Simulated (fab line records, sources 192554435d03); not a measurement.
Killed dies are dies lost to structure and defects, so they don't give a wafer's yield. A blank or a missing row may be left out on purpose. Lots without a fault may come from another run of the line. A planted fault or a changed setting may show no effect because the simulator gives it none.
Chamber matching | flow n5_finfet | N5_BEOL_M12_DESCUM_33 on rie_diel-05: 4 sister chambers
The step chemistry O2, time 7.9 s. 14 wafers are shown with their chamber, then 7 later ones without.

WAFERS WITH THEIR CHAMBER
wafer  | chamber | drypump_motor_current_A (A) | showerhead_plenum_p_Torr (Torr) | throttle_valve_pct (%)
L074.1 | 2       | 6.5                         | 2.21                            | 20.26
L074.4 | 0       | 5.4                         | 2.01                            | 20.30
L074.5 | 1       | 5.4                         | 2.09                            | 20.32
L078.1 | 0       | 5.5                         | 2.01                            | 20.31
L078.2 | 3       | 5.7                         | 2.05                            | 20.63
L078.6 | 0       | 5.5                         | 2.01                            | 20.31
L081.2 | 2       | 6.5                         | 2.20                            | 20.29
L081.5 | 3       | 5.7                         | 2.05                            | 20.65
L081.6 | 2       | 6.5                         | 2.20                            | 20.29
L087.2 | 3       | 5.7                         | 2.04                            | 20.68
L087.3 | 0       | 5.4                         | 2.01                            | 20.32
L087.6 | 2       | 6.5                         | 2.20                            | 20.32
L094.2 | 0       | 5.5                         | 2.00                            | 20.36
L094.3 | 1       | 5.5                         | 2.07                            | 20.40

SIGNATURES (means of the wafers above)
reading                  | chamber 0 | chamber 1 | chamber 2 | chamber 3 | scatter within a chamber
drypump_motor_current_A  | 5.460     | 5.450     | 6.500     | 5.700     | 0.0412
showerhead_plenum_p_Torr | 2.0080    | 2.0800    | 2.2025    | 2.0467    | 0.00649
throttle_valve_pct       | 20.3200   | 20.3600   | 20.2900   | 20.6533   | 0.0291
Rule: a wafer's distance from a chamber is the root of the sum, over the readings, of the square of ((its reading less the chamber's mean) divided by the reading's scatter). The wafer belongs to the nearest chamber; if the next one is less than 2 further off, it can't be placed. The scatter: the root of (the sum of the squares of (reading less its chamber's mean) over the shown wafers, divided by (wafers less chambers)).

WAFERS WITHOUT THEIR CHAMBER
wafer  | drypump_motor_current_A (A) | showerhead_plenum_p_Torr (Torr) | throttle_valve_pct (%)
L094.6 | 5.7                         | 2.04                            | 20.69
L089.3 | 5.4                         | 2.07                            | 20.39
L089.4 | 5.7                         | 2.04                            | 20.69
L089.5 | 6.5                         | 2.19                            | 20.35
L096.1 | 6.5                         | 2.19                            | 20.36
L096.2 | 5.5                         | 2.00                            | 20.35
L096.5 | 5.7                         | 2.03                            | 20.70

WHICH CHAMBER EACH WENT THROUGH
wafer  | from the rows above | in truth
L094.6 | 3                   | 3
L089.3 | 1                   | 1
L089.4 | 3                   | 3
L089.5 | 2                   | 2
L096.1 | 2                   | 2
L096.2 | 0                   | 0
L096.5 | 3                   | 3
Placed correctly: 7 of 7. Can't be placed from these rows: 0. Placed wrongly: 0.
